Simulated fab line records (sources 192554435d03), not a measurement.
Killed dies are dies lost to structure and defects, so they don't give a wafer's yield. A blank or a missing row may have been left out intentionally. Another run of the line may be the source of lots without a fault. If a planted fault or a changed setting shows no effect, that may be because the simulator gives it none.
Which of the tools did it? -- flow n5-finfet -- 69 wafers sampled from 23 lots at 1 step of a route of 1938

## WHAT EACH GAUGE READ, for each wafer
N5_FIN_CUT_CD_MEAS_08: target cd 29.1 nm.
lot,measured,on,cd-nm (nm)
L074,day 2 02:53,cd-sem-02,29.32 29.22 29.13
L075,day 2 11:23,cd-sem-01,28.88 29.07 29.22
L076,day 2 14:56,cd-sem-03,29.26 29.10 28.97
L077,day 2 21:16,cd-sem-03,29.12 28.87 28.73
L078,day 3 06:22,cd-sem-02,29.09 29.19 28.87
L079,day 3 10:24,cd-sem-02,28.84 28.86 29.16
L080,day 3 14:28,cd-sem-01,29.34 29.37 29.38
L081,day 3 21:43,cd-sem-02,28.90 28.76 28.91
L082,day 4 05:35,cd-sem-03,29.18 29.13 28.99
L083,day 4 10:32,cd-sem-02,29.19 29.32 29.59
L084,day 4 14:19,cd-sem-01,28.90 29.24 29.52
L085,day 4 20:19,cd-sem-02,29.59 29.46 29.21
L086,day 5 06:28,cd-sem-01,29.11 28.84 28.99
L087,day 5 10:50,cd-sem-02,29.35 29.03 29.11
L088,day 5 14:30,cd-sem-03,29.06 29.04 29.10
L089,day 5 20:25,cd-sem-03,28.81 29.10 29.40
L091,day 6 12:16,cd-sem-01,28.96 29.20 28.97
L092,day 6 20:32,cd-sem-01,29.11 29.27 28.75
L093,day 7 07:16,cd-sem-02,28.99 28.77 29.14
L094,day 7 09:07,cd-sem-02,29.11 29.08 28.71
L095,day 7 11:08,cd-sem-02,29.34 29.63 28.90
L096,day 7 15:05,cd-sem-03,28.88 28.91 28.92
L097,day 7 21:16,cd-sem-02,29.25 28.60 28.82

## TOOL THAT RAN EACH LOT (tool first, then ch and the chambers of the sampled wafers, then the start)
There is no process step in the record ahead of these readings.

## AS READ BY THE TOOLS THEMSELVES (means over the sampled wafers that have a number; for cases with no such wafer, the mark the record gives instead)
The record holds no such reading with a usual standard deviation.

## THE ANSWER, worked out from the rows above alone
Rule: the usual values come from the lots themselves. The widest of any qualifying gaps counts: lots, ordered by their means at a reading, are off when they make up no more than a third of the lots, leave a main group of 4 or more, and stand apart from it by 3 or more times the standard deviation of that group's means. A main group is skipped when, at the precision printed for the reading in the tables above, its means are all equal. Also off: a lot with no number at a reading for which 4 or more lots have one. Where the step has rows for the other lots, those lots are counted as sound. The gauges are gone through in route order, then the tools' own readings, and for those a lot's mean is taken as printed above. The first step at which some lot is off is used, and at that step the reading that is off furthest; a lot without a number counts as furthest.
No lot is off at any reading shown: from this, nothing can be told.

## WHAT THE SIMULATOR PUT IN
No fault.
